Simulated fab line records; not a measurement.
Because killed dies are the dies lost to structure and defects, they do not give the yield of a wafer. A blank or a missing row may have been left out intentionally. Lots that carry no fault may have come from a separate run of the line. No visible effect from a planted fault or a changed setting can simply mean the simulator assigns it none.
Chamber matching	flow n5_finfet	N5_BEOL_M2_DEP_57 on pecvd-04 has 3 sister chambers
The step deposits SiCN from 3MS/NH3, target thk 8 nm, time 14 s. 3 wafers are shown with their chamber, then 8 later ones without.

WAFERS, EACH WITH ITS CHAMBER
wafer	chamber	throttle_valve_pct (%)
L089.1	0	10.1
L089.4	1	8.7
L090.1	2	9.0

WAFERS WITH NO CHAMBER GIVEN
wafer	throttle_valve_pct (%)
L090.2	10.2
L090.3	8.6
L093.3	10.4
L093.4	9.0
L093.6	10.3
L094.1	8.7
L094.4	10.1
L094.6	8.6

EACH ONE'S CHAMBER
wafer	from the rows above	in truth
L090.2	0	0
L090.3	1	1
L093.3	0	0
L093.4	2	2
L093.6	0	0
L094.1	1	1
L094.4	0	0
L094.6	1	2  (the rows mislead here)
Correct placement for 7 of the 8. Number that these rows cannot place: 0. Number placed wrongly: 1.
How it was worked out, from the rows above alone: a wafer's distance from a chamber is the root of the sum, over the readings, of the square of ((its reading less the chamber's mean) divided by the reading's scatter). If the next closest chamber is less than 2 further off than the closest, the wafer can't be placed; otherwise it belongs to the closest. For every chamber, the mean is computed from those of its wafers that are shown. The scatter (one wafer shown for each chamber): square how far every hidden wafer sits from the nearest shown wafer, average those squares and take the square root.
